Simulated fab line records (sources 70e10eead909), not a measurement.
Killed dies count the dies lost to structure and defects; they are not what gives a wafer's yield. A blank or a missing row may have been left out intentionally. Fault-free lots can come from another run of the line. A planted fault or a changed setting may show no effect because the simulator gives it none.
fab line records	flow nand-harc
record: lots: 12	wafers: 36	last-day: 24
route steps=1159 shown A_STAIRCASE@532 END@1159
lots that met no fault: from a run of the same line without faults
start-h: hours from the record's opening day to when the first of the lot's shown wafers began	wait-h: hours from the lot's prior step to this one	" identical to the entry in the row above	L1.1+2: a single row standing in for several wafers	- value missing, or start not given	* or withheld: withheld	< > ~ a bound
route shown NAME@n: NAME is a module with steps in the file, n the number in the route of the first one	usual: the fault-free wafers' mean and standard deviation	same: alike in all rows	chamber/n: place in a boat	sites: per-site readings	_std_site: standard deviation of those values	_edge_site: outer sites' mean less inner sites'	radius-mm: how far each site lies from the wafer's centre	mask NAME#n: copy n	behind: the most recent tool/chamber to have shaped the wafer	hold: why the lot went on hold/how many hours it stayed there/how the hold came to an end	device: transistor that didn't switch, given as n, p or np	end of line: the route-end tests of the same wafers	for a step that has no rows: nothing shown but its recipe	killed: not the wafer's yield, but the dies lost to structure and defects at the first sort	map: per-die view of a wafer (x killed, . not killed, _ where there is no die)
set.NAME: the run value of the setting; set.NAME@STEP: its run value at that earlier step	model.NAME: the simulator's own value behind a step, which no gauge read
one table for each step of the route and one row for each wafer, over a sample of lots
services: when a tool's chamber went out of use (start-h, in hours from the record's first day, below 0 if earlier), for how many hours, and the reason
== steps ==
step: NHARC_A_STAIRCASE_ETCH_170
recipe: target-depth-a: 2000	time-s: 66.667	ion-energy-ev: 250	c4f6-flow-sccm: 25	o2-flow-sccm: 20	ar-flow-sccm: 500	rf-w: 600	bias-w: 500	chemistry: C4F6/O2
usual: c4f6-flow-sccm: 24.99/0.068	chamber-pressure-mTorr: 30.00/0.03	drypump-motor-current-A: 5.8/0.52	oes-product-au: 0.969/0.013	rf-vpp-V: 548/3.7	showerhead-plenum-p-Torr: 3.97/0.18	throttle-valve-pct: 26.904/0.0084
lot.wafer	tool	chamber	start-h	wait-h	c4f6-flow-sccm	chamber-pressure-mTorr	drypump-motor-current-A	oes-product-au	rf-hours-counter-h	rf-vpp-V	showerhead-plenum-p-Torr	throttle-valve-pct
L649.1	rie-diel-08	0	-	-	24.95	30.01	6.0	0.963	46	549	4.06	26.906
L649.3	"	2	"	"	24.96	29.98	6.3	0.988	47	543	3.70	26.911
L649.6	"	3	"	"	24.97	30.01	6.4	0.984	-	550	4.04	26.907
L647.4	rie-diel-07	2	-	-	25.05	30.02	5.1	0.964	2	548	3.96	26.906
L647.6	"	3	"	"	24.98	30.03	5.8	0.968	-	543	3.71	26.901
L647.5	"	0	"	"	24.91	30.00	4.8	0.981	-	552	4.23	26.905
L648.3	rie-diel-02	0	-	-	24.99	29.97	5.7	0.960	35	551	4.21	26.912
L648.1	"	1	"	"	25.08	29.99	5.3	0.960	35	550	4.03	26.897
L648.6	"	0	"	"	25.10	30.04	5.7	0.968	-	553	4.21	26.891
L651.4	rie-diel-08	3	-	-	25.05	30.03	6.4	1.009	45	549	4.04	26.914
L651.2	"	2	"	"	24.97	29.95	6.3	1.001	55	541	3.70	26.890
L651.6	"	3	"	"	25.11	29.94	6.4	1.003	-	549	4.04	26.901
L650.2	rie-diel-08	2	-	-	24.94	30.01	6.3	0.974	56	541	3.70	26.893
L650.4	"	0	"	"	25.05	30.01	6.0	0.976	54	550	4.06	26.909
L650.6	"	2	"	"	24.96	29.97	6.3	0.965	-	543	3.70	26.915
L656.4	rie-diel-08	0	-	-	25.01	30.00	6.0	0.938	65	549	4.05	26.906
L656.2	"	1	"	"	25.11	30.05	6.5	0.972	47	548	4.02	26.899
L656.5	"	0	"	"	24.99	29.99	5.9	0.940	-	550	4.05	26.886
L657.1	rie-diel-08	3	-	-	24.92	30.06	6.3	0.970	60	548	4.03	26.915
L657.5	"	3	"	"	24.87	30.01	6.3	0.981	-	549	4.03	26.899
L657.6	"	0	"	"	25.08	29.99	5.9	0.943	-	550	4.05	26.902
L661.2	rie-diel-02	3	-	-	24.96	29.97	5.4	0.945	61	541	3.65	26.914
L661.4	"	2	"	"	24.89	30.04	6.3	0.966	50	546	3.96	26.902
L661.5	"	3	"	"	24.98	30.03	5.4	0.957	-	541	3.65	26.892
L664.1	rie-diel-08	0	-	-	24.87	29.98	6.0	0.966	9	551	4.05	26.906
L664.4	"	2	"	"	25.03	29.98	6.3	0.978	13	542	3.68	26.914
L664.6	"	0	"	"	24.97	30.00	6.0	0.968	-	549	4.05	26.903
L663.1	rie-diel-08	1	-	-	25.04	29.99	6.4	0.974	11	549	4.01	26.909
L663.3	"	2	"	"	25.07	30.02	6.3	0.986	13	543	3.68	26.909
L663.6	"	2	"	"	24.95	30.01	6.3	0.981	-	543	3.68	26.907
L665.2	rie-diel-02	2	-	-	24.91	30.02	6.2	0.970	2	548	3.96	26.919
L665.3	"	3	"	"	25.00	30.00	5.4	0.973	1	553	4.23	26.891
L665.6	"	1	"	"	24.91	29.97	5.3	0.966	-	549	4.02	26.894
L666.3	rie-diel-02	0	-	-	25.01	29.99	5.7	0.960	4	552	4.18	26.914
L666.6	"	0	"	"	25.05	30.01	5.7	0.962	-	551	4.18	26.899
L666.5	"	1	"	"	25.00	29.96	5.3	0.967	-	550	4.01	26.910
step: NHARC_A_STAIRCASE_STRIP_171
recipe: power-w: 1500	temp-c: 250	chemistry: O2
usual: drypump-motor-current-A: 5.3/0.35	heater-power-w: 371/27
lot.wafer	tool	chamber	start-h	wait-h	drypump-motor-current-A	heater-power-w	rf-hours-counter-h
L649.1	plasma-asher-01	0	247.60	-	5.1	370	49
L649.3	"	1	"	"	5.9	332	-
L649.6	"	1	"	"	5.9	329	-
L647.4	plasma-asher-02	0	248.00	-	5.3	375	-
L647.5	"	0	"	"	5.3	363	-
L647.6	"	1	"	"	5.0	411	-
L648.1	plasma-asher-01	0	256.73	-	5.1	372	52
L648.3	"	1	"	"	5.9	327	-
L648.6	"	1	"	"	5.9	339	-
L651.2	plasma-asher-02	1	262.50	-	5.0	412	22
L651.4	"	0	"	"	5.3	352	-
L651.6	"	1	"	"	5.0	410	-
L650.2	plasma-asher-02	0	266.57	-	5.3	359	24
L650.4	"	1	"	"	5.0	409	-
L650.6	"	1	"	"	5.0	420	-
L656.2	plasma-asher-02	1	294.07	-	5.0	408	37
L656.4	"	0	"	"	5.3	360	-
L656.5	"	0	"	"	5.3	371	-
L657.1	plasma-asher-01	1	298.08	-	5.9	352	4
L657.6	"	0	"	"	5.1	375	-
L657.5	"	1	"	"	5.9	351	-
L661.2	plasma-asher-01	1	323.57	-	5.9	336	12
L661.4	"	0	"	"	5.1	358	-
L661.5	"	0	"	"	5.1	362	-
L664.1	plasma-asher-01	1	334.53	-	5.9	350	15
L664.4	"	1	"	"	6.0	348	-
L664.6	"	0	"	"	5.1	369	-
L663.1	plasma-asher-02	0	334.65	-	5.3	366	50
L663.3	"	0	"	"	5.3	362	-
L663.6	"	0	"	"	5.3	372	-
L665.2	plasma-asher-02	1	344.98	-	5.0	405	54
L665.3	"	1	"	"	5.0	407	-
L665.6	"	0	"	"	5.3	355	-
L666.3	plasma-asher-01	1	353.32	-	5.9	353	-
L666.6	"	0	"	"	5.1	358	-
L666.5	"	1	"	"	5.9	343	-
step: NHARC_A_STAIRCASE_ETCH_25
recipe: target-depth-a: 1000	time-s: 40.5	ion-energy-ev: 400	c4f8-flow-sccm: 20	o2-flow-sccm: 10	ar-flow-sccm: withheld	rf-w: 600	bias-w: 1000	chemistry: C4F8/O2
usual: chamber-pressure-mTorr: 25.000/0.024	oes-product-au: 0.940/0.011	rf-vpp-V: 898/6.1
lot.wafer	tool	chamber	start-h	wait-h	chamber-pressure-mTorr	oes-product-au	rf-hours-counter-h	rf-vpp-V
L649.3	rie-diel-07	3	-	-	25.069	0.924	4	888
L649.1	"	1	"	"	25.000	0.918	4	898
L649.6	"	3	"	"	24.970	0.928	-	888
L647.4	rie-diel-07	3	-	-	24.986	0.943	5	889
L647.6	"	1	"	"	24.990	0.939	-	898
L647.5	"	2	"	"	25.006	0.947	-	897
L648.3	rie-diel-02	0	-	-	24.980	0.934	36	905
L648.1	"	1	"	"	24.979	0.942	36	901
L648.6	"	3	"	"	25.020	0.913	-	886
L651.4	rie-diel-07	1	-	-	25.026	0.946	11	898
L651.2	"	2	"	"	24.991	0.943	11	897
L651.6	"	0	"	"	24.963	0.938	-	907
L650.2	rie-diel-02	0	-	-	25.036	0.942	41	907
L650.4	"	3	"	"	24.996	0.947	-	886
L650.6	"	0	"	"	24.960	0.947	-	905
L656.2	rie-diel-02	1	-	-	24.995	0.965	53	898
L656.4	"	0	"	"	24.986	0.972	53	905
L656.5	"	1	"	"	25.005	0.959	-	900
L657.1	rie-diel-02	2	-	-	24.963	0.932	43	897
L657.6	"	0	"	"	25.038	0.952	-	904
L657.5	"	1	"	"	25.017	0.938	-	899
L661.4	rie-diel-07	0	328.39	-	24.981	0.925	32	905
L661.2	"	1	"	"	25.008	0.919	36	897
L661.5	"	0	"	"	24.985	0.930	-	905
L664.4	rie-diel-08	2	-	-	25.028	0.933	14	888
L664.1	"	0	"	"	25.010	0.928	11	899
L664.6	"	3	"	"	25.038	0.932	-	899
L663.3	rie-diel-07	1	-	-	24.986	0.926	41	898
L663.1	"	3	"	"	24.982	0.948	39	889
L663.6	"	1	"	"	25.032	0.929	-	897
L665.3	rie-diel-08	0	-	-	25.013	0.940	14	899
L665.2	"	3	"	"	25.040	0.948	18	900
L665.6	"	0	"	"	24.993	0.955	-	901
L666.3	rie-diel-08	3	-	-	24.992	0.955	20	898
L666.6	"	2	"	"	25.003	0.948	-	889
L666.5	"	3	"	"	24.982	0.961	-	900
step: NHARC_A_STAIRCASE_ETCH_27
recipe: target-depth-a: 1000	time-s: 40.5	ion-energy-ev: 400	c4f8-flow-sccm: 20	o2-flow-sccm: 10	ar-flow-sccm: withheld	rf-w: 600	bias-w: 1000	chemistry: C4F8/O2
usual: chamber-pressure-mTorr: 25.000/0.023	oes-product-au: 0.941/0.011	rf-vpp-V: 897/6.3
lot.wafer	tool	chamber	start-h	wait-h	chamber-pressure-mTorr	oes-product-au	rf-hours-counter-h	rf-vpp-V
L649.3	rie-diel-07	0	251.96	-	24.990	0.942	4	905
L649.1	"	1	"	"	25.002	0.930	5	899
L649.6	"	0	"	"	25.014	0.936	-	906
L647.4	rie-diel-07	3	252.26	-	24.975	0.938	5	887
L647.6	"	3	"	"	25.011	0.941	-	889
L647.5	"	0	"	"	25.003	0.951	-	906
L648.1	rie-diel-02	1	260.50	-	25.005	0.945	37	900
L648.3	"	3	"	"	24.988	0.937	37	887
L648.6	"	3	"	"	25.011	0.935	-	887
L651.4	rie-diel-07	0	266.68	-	24.989	0.964	11	906
L651.2	"	2	"	"	25.023	0.942	11	897
L651.6	"	3	"	"	24.982	0.930	-	889
L650.2	rie-diel-02	1	270.37	-	24.996	0.933	42	900
L650.6	"	3	"	"	25.009	0.929	-	887
L650.4	"	1	"	"	24.999	0.931	-	900
L656.2	rie-diel-02	3	297.84	-	25.022	0.764	53	886
L656.4	"	1	"	"	24.992	0.777	53	899
L656.5	"	3	"	"	24.969	0.778	-	887
L657.1	rie-diel-02	0	301.57	-	25.006	0.771	54	906
L657.5	"	1	"	"	24.985	0.778	-	900
L657.6	"	2	"	"	25.020	0.770	-	897
L661.4	rie-diel-07	0	328.64	-	25.030	0.928	33	904
L661.2	"	3	"	"	24.977	0.927	32	889
L661.5	"	1	"	"	25.004	0.926	-	898
L663.3	rie-diel-07	2	338.56	-	24.997	0.927	42	896
L663.1	"	0	"	"	24.963	0.935	38	904
L663.6	"	2	"	"	25.031	0.934	-	896
L664.1	rie-diel-08	2	339.87	-	25.021	0.958	17	888
L664.4	"	3	"	"	24.956	0.945	15	899
L664.6	"	2	"	"	24.996	0.956	-	887
L665.2	rie-diel-08	1	348.55	-	25.059	0.962	16	898
L665.3	"	2	"	"	25.022	0.956	20	887
L665.6	"	3	"	"	25.002	0.947	-	898
L666.3	rie-diel-08	2	357.18	-	25.007	0.961	22	888
L666.5	"	2	"	"	24.970	0.957	-	889
L666.6	"	3	"	"	25.020	0.958	-	898
step: NHARC_END_SORT_01
recipe: temp-c: 25
usual: killed-at-array: 26/9.9	killed-at-other: 0.8/1	killed-at-periphery: 2.8/2.2	killed-dies: 29/9.9	killed-open: 3.2/1.8	killed-short: 2.1/1.4
same: gross-dies: 677
lot.wafer	tool	chamber	start-h	wait-h	hold	killed-at-array	killed-at-other	killed-at-periphery	killed-dies	killed-open	killed-short
L649.1	prober-01	0	451.70	2.5	-	9	0	1	10	0	3
L649.3	prober-01	0	453.34	3.1	-	10	0	0	10	1	1
L649.6	prober-01	0	455.79	4.1	-	13	0	2	15	4	3
L647.4	prober-02	0	461.89	3.4	-	33	0	3	36	7	4
L647.5	prober-02	0	462.69	3.7	-	32	0	3	35	5	2
L647.6	prober-02	0	463.49	4.0	-	31	0	6	37	4	2
L648.1	prober-02	0	471.42	2.5	-	24	1	0	25	2	1
L648.3	prober-02	0	473.03	3.1	-	31	0	4	35	6	2
L648.6	prober-02	0	475.44	4.0	-	25	0	3	28	4	0
L650.2	prober-01	0	472.17	2.8	-	19	1	5	25	4	3
L650.4	prober-01	0	473.78	3.4	-	20	4	0	24	1	1
L650.6	prober-01	0	475.40	4.0	-	22	1	0	23	0	1
L651.2	prober-02	0	489.50	2.8	-	16	0	4	20	5	0
L651.4	prober-02	0	491.10	3.4	-	12	0	1	13	4	1
L651.6	prober-02	0	492.71	4.0	-	15	1	3	19	6	4
L657.1	prober-02	0	504.44	2.5	await-dispo/3.5h/scrap	676	0	1	677	3	1
L657.5	prober-02	0	507.66	3.7	await-dispo/3.5h/scrap	673	2	2	677	0	1
L657.6	prober-02	0	508.46	4.0	await-dispo/3.5h/scrap	674	0	3	677	4	0
L656.2	prober-01	0	505.13	2.8	await-dispo/1.6h/scrap	675	1	1	677	3	2
L656.4	prober-01	0	506.73	3.4	await-dispo/1.6h/scrap	676	0	1	677	2	3
L656.5	prober-01	0	507.52	3.7	await-dispo/1.6h/scrap	674	0	2	676	1	0
L661.2	prober-02	0	526.03	2.8	-	26	1	7	34	2	2
L661.4	prober-02	0	527.61	3.4	-	34	0	7	41	6	0
L661.5	prober-02	0	528.40	3.7	-	25	1	2	28	3	2
L664.1	prober-02	0	540.66	2.5	-	29	2	4	35	4	2
L664.4	prober-02	0	543.09	3.4	-	12	2	3	17	2	2
L664.6	prober-02	0	544.71	4.1	-	15	1	1	17	0	2
L663.1	prober-01	0	540.71	2.5	-	33	2	3	38	1	2
L663.3	prober-01	0	542.29	3.1	-	39	2	5	46	8	4
L663.6	prober-01	0	544.66	4.0	-	41	1	3	45	5	0
L665.2	prober-01	0	552.13	2.8	-	29	2	3	34	5	2
L665.3	prober-01	0	552.93	3.1	-	12	1	1	14	3	3
L665.6	prober-01	0	555.34	4.0	-	12	1	1	14	1	1
L666.3	prober-01	0	567.41	3.1	-	41	0	3	44	5	2
L666.5	prober-01	0	569.02	3.7	-	49	1	0	50	3	3
L666.6	prober-01	0	569.82	4.0	-	44	0	2	46	0	3
killed by level:class
L649.1 A_CONTACT:chamber-film-flake=3 A_CHANNEL_HOLE_D1:chamber-film-flake=2 P_GATE:geometric-particle:short=1 A_ONON_D1:geometric-particle:short=1 A_CHANNEL_FILL_D1:geometric-particle:short=1 A_SLIT:chamber-film-flake=1 A_WL_FILL:chamber-film-flake=1
L649.3 A_CHANNEL_HOLE_D1:chamber-film-flake=2 A_CHANNEL_FILL_D1:chamber-film-flake=2 A_CONTACT:chamber-film-flake=2 A_WL_FILL:geometric-particle:short=1 A_CONTACT:geometric-particle:open=1 A_SLIT:chamber-film-flake=1 A_WL_FILL:chamber-film-flake=1
L649.6 P_M0:geometric-particle:open=2 A_CHANNEL_HOLE_D1:chamber-film-flake=2 A_CONTACT:chamber-film-flake=2 A_SOURCE_PLATE:geometric-particle:short=1 A_CHANNEL_FILL_D1:geometric-particle:open=1 A_CHANNEL_FILL_D1:geometric-particle:short=1 A_M1:geometric-particle:open=1 A_M1:geometric-particle:short=1
L647.4 A_CHANNEL_HOLE_D1:chamber-film-flake=11 A_SLIT:chamber-film-flake=9 A_WL_FILL:geometric-particle:open=3 A_STAIRCASE:chamber-film-flake=3 A_CONTACT:geometric-particle:short=2 P_M0:geometric-particle:short=1 P_M2:geometric-particle:open=1 A_ONON_D1:geometric-particle:open=1
L647.5 A_CHANNEL_HOLE_D1:chamber-film-flake=10 A_SLIT:chamber-film-flake=8 A_STAIRCASE:chamber-film-flake=3 A_CONTACT:chamber-film-flake=3 A_WL_FILL:geometric-particle:short=2 A_CONTACT:geometric-particle:open=2 P_CONTACT:geometric-particle:open=1 A_WL_FILL:geometric-particle:open=1
L647.6 A_CHANNEL_HOLE_D1:chamber-film-flake=13 A_SLIT:chamber-film-flake=10 P_GATE:chamber-film-flake=2 A_ZERO_WELL:chamber-film-flake=2 A_STAIRCASE:chamber-film-flake=2 P_GATE:geometric-particle:open=1 P_CONTACT:geometric-particle:short=1 P_M0:geometric-particle:open=1
L648.1 A_SLIT:chamber-film-flake=8 A_STAIRCASE:chamber-film-flake=5 A_CONTACT:chamber-film-flake=4 A_BONDPAD:chamber-film-flake=3 A_ONON_D1:geometric-particle:open=1 A_CONTACT:geometric-particle:short=1 A_M0:geometric-particle:open=1 A_CHANNEL_HOLE_D1:chamber-film-flake=1
L650.2 A_SLIT:chamber-film-flake=5 A_BONDPAD:chamber-film-flake=4 A_CHANNEL_HOLE_D1:chamber-film-flake=3 P_M1:chamber-film-flake=2 P_M0:geometric-particle:open=1 P_M1:geometric-particle:open=1 A_ONON_D1:geometric-particle:short=1 A_CHANNEL_FILL_D1:geometric-particle:open=1
L648.3 A_SLIT:chamber-film-flake=11 A_BONDPAD:chamber-film-flake=5 A_STAIRCASE:chamber-film-flake=3 A_CONTACT:geometric-particle:open=2 P_GATE:chamber-film-flake=2 A_CHANNEL_HOLE_D1:chamber-film-flake=2 A_CONTACT:chamber-film-flake=2 P_GATE:geometric-particle:open=1
L650.4 A_SLIT:chamber-film-flake=7 THIN_TSV:chamber-film-flake=4 A_STAIRCASE:chamber-film-flake=3 A_CHANNEL_HOLE_D1:chamber-film-flake=2 A_CONTACT:chamber-film-flake=2 A_CHANNEL_FILL_D1:geometric-particle:short=1 A_M1:geometric-particle:open=1 A_ZERO_WELL:chamber-film-flake=1
L650.6 A_SLIT:chamber-film-flake=9 A_CHANNEL_HOLE_D1:chamber-film-flake=4 A_STAIRCASE:chamber-film-flake=4 A_BONDPAD:chamber-film-flake=2 A_SOURCE_PLATE:geometric-particle:short=1 A_ZERO_WELL:chamber-film-flake=1 A_CONTACT:chamber-film-flake=1 THIN_TSV:chamber-film-flake=1
L648.6 A_SLIT:chamber-film-flake=9 A_CHANNEL_HOLE_D1:chamber-film-flake=3 A_CONTACT:chamber-film-flake=3 A_M1:chamber-film-flake=3 P_GATE:chamber-film-flake=2 A_BONDPAD:chamber-film-flake=2 P_M0:geometric-particle:open=1 A_ONON_D1:geometric-particle:open=1
L651.2 P_ZERO_WELL:chamber-film-flake=4 A_CHANNEL_HOLE_D1:chamber-film-flake=4 A_M1:chamber-film-flake=3 A_CONTACT:geometric-particle:open=2 A_STAIRCASE:chamber-film-flake=2 A_CHANNEL_FILL_D1:geometric-particle:open=1 A_WL_FILL:geometric-particle:open=1 A_M0:geometric-particle:open=1
L651.4 A_CHANNEL_HOLE_D1:chamber-film-flake=3 A_STAIRCASE:chamber-film-flake=2 A_CHANNEL_HOLE_D1:geometric-particle:open=1 A_CHANNEL_FILL_D1:geometric-particle:short=1 A_CONTACT:geometric-particle:open=1 A_BLC:geometric-particle:open=1 A_M1:geometric-particle:open=1 P_ZERO_WELL:chamber-film-flake=1
L651.6 A_STAIRCASE:chamber-film-flake=5 A_WL_FILL:geometric-particle:short=2 A_CONTACT:geometric-particle:open=2 P_CONTACT:geometric-particle:open=1 P_M0:geometric-particle:open=1 A_CHANNEL_FILL_D1:geometric-particle:short=1 A_SGD_CUT:geometric-particle:open=1 A_CONTACT:geometric-particle:short=1
L657.1 A_STAIRCASE:area-etch=633 A_CHANNEL_HOLE_D1:chamber-film-flake=17 A_SLIT:chamber-film-flake=14 A_SGD_CUT:chamber-film-flake=4 A_CONTACT:chamber-film-flake=2 A_ONON_D1:geometric-particle:short=1 A_BLC:geometric-particle:open=1 A_M0:geometric-particle:open=1
L656.2 A_STAIRCASE:area-etch=660 A_CONTACT:chamber-film-flake=7 A_STAIRCASE:chamber-film-flake=3 A_CONTACT:geometric-particle:open=2 P_GATE:geometric-particle:open=1 A_WL_FILL:geometric-particle:short=1 STARTING-WAFER:geometric-particle:short=1 A_CHANNEL_HOLE_D1:chamber-film-flake=1
L656.4 A_STAIRCASE:area-etch=657 A_STAIRCASE:chamber-film-flake=6 A_CONTACT:chamber-film-flake=6 A_CHANNEL_FILL_D1:geometric-particle:open=2 A_CHANNEL_HOLE_D1:chamber-film-flake=2 A_CHANNEL_FILL_D1:geometric-particle:short=1 A_WL_FILL:geometric-particle:short=1 A_CONTACT:geometric-particle:short=1
L656.5 A_STAIRCASE:area-etch=656 A_STAIRCASE:chamber-film-flake=7 A_CHANNEL_HOLE_D1:chamber-film-flake=5 A_CONTACT:chamber-film-flake=4 P_M0:geometric-particle:open=1 P_GATE:chamber-film-flake=1 A_SLIT:chamber-film-flake=1 A_BLC:chamber-film-flake=1
L657.5 A_STAIRCASE:area-etch=643 A_CHANNEL_HOLE_D1:chamber-film-flake=12 A_SLIT:chamber-film-flake=6 A_STAIRCASE:chamber-film-flake=3 A_SGD_CUT:chamber-film-flake=3 P_STI:chamber-film-flake=2 A_ZERO_WELL:chamber-film-flake=2 THIN_TSV:chamber-film-flake=2
L657.6 A_STAIRCASE:area-etch=643 A_SLIT:chamber-film-flake=12 A_CHANNEL_HOLE_D1:chamber-film-flake=10 A_SGD_CUT:chamber-film-flake=3 A_CONTACT:chamber-film-flake=2 P_CONTACT:geometric-particle:open=1 A_CHANNEL_HOLE_D1:geometric-particle:open=1 A_BLC:geometric-particle:open=1
L661.2 A_SLIT:chamber-film-flake=17 P_CONTACT:chamber-film-flake=5 A_WL_FILL:chamber-film-flake=4 A_CONTACT:chamber-film-flake=2 P_GATE:geometric-particle:open=1 A_ONON_D1:geometric-particle:open=1 A_CHANNEL_HOLE_D1:geometric-particle:short=1 STARTING-WAFER:geometric-particle:short=1
L661.4 A_SLIT:chamber-film-flake=13 A_CHANNEL_HOLE_D1:chamber-film-flake=7 A_CONTACT:chamber-film-flake=5 P_CONTACT:chamber-film-flake=3 A_STAIRCASE:chamber-film-flake=3 P_GATE:geometric-particle:open=2 A_CONTACT:geometric-particle:open=2 A_WL_FILL:chamber-film-flake=2
L661.5 A_SLIT:chamber-film-flake=12 A_CONTACT:chamber-film-flake=4 A_CHANNEL_HOLE_D1:chamber-film-flake=3 A_STAIRCASE:chamber-film-flake=3 P_M1:geometric-particle:open=1 P_M1:geometric-particle:short=1 A_STAIRCASE:geometric-particle:open=1 A_CONTACT:geometric-particle:short=1
L664.1 A_CHANNEL_HOLE_D1:chamber-film-flake=12 A_CONTACT:chamber-film-flake=11 P_STI:chamber-film-flake=2 A_M1:chamber-film-flake=2 P_M0:geometric-particle:open=1 P_M0:geometric-particle:short=1 A_STAIRCASE:geometric-particle:open=1 A_STAIRCASE:geometric-particle:short=1
L663.1 A_SLIT:chamber-film-flake=14 A_CHANNEL_HOLE_D1:chamber-film-flake=11 A_CONTACT:chamber-film-flake=5 THIN_TSV:chamber-film-flake=2 P_STI:geometric-particle:short=1 A_ONON_D1:geometric-particle:open=1 A_CHANNEL_FILL_D1:geometric-particle:short=1 P_STI:chamber-film-flake=1
L663.3 A_CHANNEL_HOLE_D1:chamber-film-flake=14 A_SLIT:chamber-film-flake=10 A_CONTACT:chamber-film-flake=5 P_M0:geometric-particle:open=2 A_ONON_D1:geometric-particle:open=2 A_WL_FILL:geometric-particle:short=2 A_STAIRCASE:chamber-film-flake=2 P_GATE:geometric-particle:open=1
L664.4 A_CONTACT:chamber-film-flake=4 P_STI:chamber-film-flake=2 A_CHANNEL_HOLE_D1:chamber-film-flake=2 A_M1:chamber-film-flake=2 THIN_TSV:chamber-film-flake=2 A_ONON_D1:geometric-particle:short=1 A_WL_FILL:geometric-particle:short=1 A_WL_FILL:geometric-particle:open=1
L663.6 A_SLIT:chamber-film-flake=16 A_CHANNEL_HOLE_D1:chamber-film-flake=15 A_STAIRCASE:chamber-film-flake=3 A_M0:geometric-particle:open=2 A_WL_FILL:chamber-film-flake=2 P_M0:geometric-particle:open=1 A_CHANNEL_FILL_D1:geometric-particle:open=1 A_WL_FILL:geometric-particle:open=1
L664.6 A_CHANNEL_HOLE_D1:chamber-film-flake=6 A_CONTACT:chamber-film-flake=5 A_STAIRCASE:chamber-film-flake=2 A_ONON_D1:geometric-particle:short=1 A_CONTACT:geometric-particle:short=1 P_GATE:chamber-film-flake=1 THIN_TSV:chamber-film-flake=1
L665.2 A_CONTACT:chamber-film-flake=13 A_CHANNEL_HOLE_D1:chamber-film-flake=6 A_CONTACT:geometric-particle:open=2 P_STI:chamber-film-flake=2 A_WL_FILL:chamber-film-flake=2 THIN_TSV:chamber-film-flake=2 A_ONON_D1:geometric-particle:open=1 A_SGD_CUT:geometric-particle:open=1
L665.3 A_CHANNEL_HOLE_D1:chamber-film-flake=3 A_CONTACT:chamber-film-flake=2 A_SOURCE_PLATE:geometric-particle:short=1 A_ONON_D1:geometric-particle:open=1 A_CHANNEL_HOLE_D1:geometric-particle:open=1 A_SGD_CUT:geometric-particle:short=1 A_WL_FILL:geometric-particle:short=1 A_CONTACT:geometric-particle:open=1
L665.6 A_CONTACT:chamber-film-flake=5 A_WL_FILL:chamber-film-flake=3 A_SGD_CUT:geometric-particle:open=1 A_CONTACT:geometric-particle:short=1 P_STI:chamber-film-flake=1 A_CHANNEL_HOLE_D1:chamber-film-flake=1 A_STAIRCASE:chamber-film-flake=1 THIN_TSV:chamber-film-flake=1
L666.3 A_CHANNEL_HOLE_D1:chamber-film-flake=19 A_SLIT:chamber-film-flake=9 A_WL_FILL:chamber-film-flake=5 A_CONTACT:chamber-film-flake=3 A_CONTACT:geometric-particle:open=2 P_CONTACT:geometric-particle:open=1 P_M0:geometric-particle:open=1 A_ONON_D1:geometric-particle:short=1
L666.5 A_CHANNEL_HOLE_D1:chamber-film-flake=21 A_SLIT:chamber-film-flake=14 A_WL_FILL:chamber-film-flake=4 A_CONTACT:chamber-film-flake=4 A_CHANNEL_FILL_D1:geometric-particle:open=2 A_ONON_D1:geometric-particle:open=1 A_CHANNEL_FILL_D1:geometric-particle:short=1 A_SGD_CUT:geometric-particle:short=1
L666.6 A_SLIT:chamber-film-flake=20 A_CHANNEL_HOLE_D1:chamber-film-flake=14 A_WL_FILL:chamber-film-flake=4 A_CONTACT:chamber-film-flake=4 P_M1:geometric-particle:short=1 A_ONON_D1:geometric-particle:short=1 A_CHANNEL_FILL_D1:geometric-particle:short=1 P_M0:chamber-film-flake=1
== services ==
tool	chamber	start-h	hours	kind
rie-diel-07	-	228.33	9.0	pm
rie-diel-08	0	232.51	-	clean
rie-diel-08	1	232.51	-	clean
rie-diel-08	2	232.51	-	clean
rie-diel-08	3	232.51	-	clean
rie-diel-02	2	253.28	25.0	repair
rie-diel-08	0	257.16	-	clean
rie-diel-08	1	257.16	-	clean
rie-diel-08	2	257.16	-	clean
rie-diel-08	3	257.16	-	clean
plasma-asher-01	-	276.00	9.0	pm
rie-diel-08	0	281.71	-	clean
rie-diel-08	1	281.71	-	clean
rie-diel-08	2	281.71	-	clean
rie-diel-08	3	281.71	-	clean
plasma-asher-01	-	285.55	1.6	repair
rie-diel-08	0	301.80	9.0	vent-cycle
rie-diel-08	1	301.80	9.0	vent-cycle
rie-diel-08	3	301.80	9.0	vent-cycle
rie-diel-08	0	310.80	-	clean
rie-diel-08	0	310.80	-	consumable-replace:focus-ring
rie-diel-08	1	310.80	-	clean
rie-diel-08	2	310.80	-	clean
rie-diel-02	3	338.36	6.1	repair
== key ==
first-sign: step: NHARC_A_STAIRCASE_ETCH_27	reading: oes-product-au	direction: down	sigmas: 16	usual: 0.941	struck: 0.773
effect: step: NHARC_END_SORT_01	reading: killed-at-array	direction: up	sigmas: 66	usual: 26	struck: 675
more-kills-born-at: NHARC_A_STAIRCASE_ETCH_27@rie-diel-02: 3892
met-at NHARC_A_STAIRCASE_ETCH_27
struck-lots L656,L657
later-rows-left-out L656.2,L656.4,L656.5,L657.1,L657.5,L657.6
tester-left-out L656,L657
not-acting-at NHARC_A_STAIRCASE_ETCH_170,NHARC_A_STAIRCASE_STRIP_171,NHARC_A_STAIRCASE_ETCH_25
onset-between 270.37 297.84
fault: kind: process-parameter-drift	tool: rie-diel-02	chamber: -	onset-h: 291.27	steps: NHARC_A_STAIRCASE_ETCH_27	channel: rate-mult	offset: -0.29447	shape: step	end-h: 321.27
tester-left-out: of these lots the tester's yield and bins aren't shown, on N5 and GAA mostly nor the transistor test; their killed dies are dies lost to structure and defects alone, not to doping, threshold or leakage, so they don't give the yield
later-rows-left-out: the simulator's readings of these wafers behind a module that went badly wrong aren't trusted and aren't shown, but for the sort
